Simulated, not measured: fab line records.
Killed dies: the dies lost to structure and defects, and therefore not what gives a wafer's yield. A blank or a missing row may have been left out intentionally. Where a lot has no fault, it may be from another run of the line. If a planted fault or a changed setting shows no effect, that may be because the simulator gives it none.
Code-filled problem report in 8D (eight disciplines) form + flow n5_finfet + the parts of the form that need people (team, actions taken, sign-off) are left out

1. THE ISSUE
bias_w at N5_GATE_CUT_CUT_ETCH_54 reads a mean of 132.4 W on 2 wafers of 1 lot; wafers without a fault read 126.0 W with a standard deviation of 0.37. That puts it +17 standard deviations away from the usual mean.
The step: etches TiN in Cl2/BCl3, target depth 96.7 nm.
First observed at day 9 00:25: wafer L837.2, on rie_metal-03. The record holds 27 wafers of 9 lots with a number at this step. The rule behind "out" and "out of limits": a value lying over 4 standard deviations away from the usual mean. The other wafers with a number count as sound.

2. WHAT IT IS, AND WHAT IT ISN'T
| question                    | is               | is not                                                                                         |
|-----------------------------|------------------|------------------------------------------------------------------------------------------------|
| which readings at this step | bias_w           | drypump_motor_current_A, etch_rf_on_time_s, oes_product_au, rf_fwd_power_W, throttle_valve_pct |
| which lots                  | L837             | L819, L820, L822, L823, L825, L826, L831, L842                                                 |
| which wafers of those lots  | L837.2, L837.3   | L837.5                                                                                         |
| read on which tools         | rie_metal-03     | rie_metal-01, rie_metal-02                                                                     |
| when                        | from day 9 00:25 | up to then (22 sound wafers); but 3 sound wafers of L842 came after                            |

3. SUSPECTS, AND WHAT RULES EACH OUT
Counting: a tool at a process step up to the reading stays a suspect if it ran every lot that is out. Sound lots after the first of them don't rule it out here, since some wafers of a struck lot are sound.
- rie_metal-03 at N5_GATE_CUT_CUT_ETCH_53 (etches W in SF6/Cl2, target depth 79.2 nm): kept. L837, the lot that is out, went through it at day 9 00:22; up to then, the latest sound lot through it was L831 at day 7 11:33.
- rie_metal-03 at N5_GATE_CUT_CUT_ETCH_54 (etches TiN in Cl2/BCl3, target depth 96.7 nm): kept. L837, the lot that is out, went through it at day 9 00:25; up to then, the latest sound lot through it was L831 at day 7 11:43. Its own bias_w readings are out on those wafers.
- The sound lot-mates ran in chamber 1 of rie_metal-03 at N5_GATE_CUT_CUT_ETCH_53, but the wafers that are out ran in chamber 0.
- The sound lot-mates ran in chamber 1 of rie_metal-03 at N5_GATE_CUT_CUT_ETCH_54, but the wafers that are out ran in chamber 0.
What counting leaves: rie_metal-03 at N5_GATE_CUT_CUT_ETCH_53 and rie_metal-03 at N5_GATE_CUT_CUT_ETCH_54.

4. THE CAUSE (what the simulator had put in)
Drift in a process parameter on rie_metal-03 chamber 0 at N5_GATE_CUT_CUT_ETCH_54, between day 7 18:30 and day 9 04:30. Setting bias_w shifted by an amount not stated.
After counting, 2 suspects remain, this tool included.

5. SEQUENCE OF EFFECTS, ordered by route
Rows list readings where the struck wafers' mean (over those with a number) sits beyond 3 standard deviations from the usual. Readings are gone through only where the record gives a usual standard deviation; hours: the median, over the lots, of the time from a lot's start at the first step in this table giving one to that lot's start at this step; sigmas: the change measured in usual standard deviations.
| hours | step                    | reading | usual   | on struck wafers | change | sigmas |
|-------|-------------------------|---------|---------|------------------|--------|--------|
| 0     | N5_GATE_CUT_CUT_ETCH_54 | bias_w  | 126.0 W | 132.4            | +6.4   | +17    |
Process steps it contains:
- N5_GATE_CUT_CUT_ETCH_54: etches TiN in Cl2/BCl3, target depth 96.7 nm.
At these later measuring or inspecting steps, every struck wafer for which the step has a row has a number for every such reading, and none has moved that far: N5_BEOL_M4_RC_MEAS_101.

6. WHAT WOULD HAVE CAUGHT IT SOONER
30 hours passed between the start of the fault at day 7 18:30 and the first reading out of limits in this record, taken at day 9 00:25.
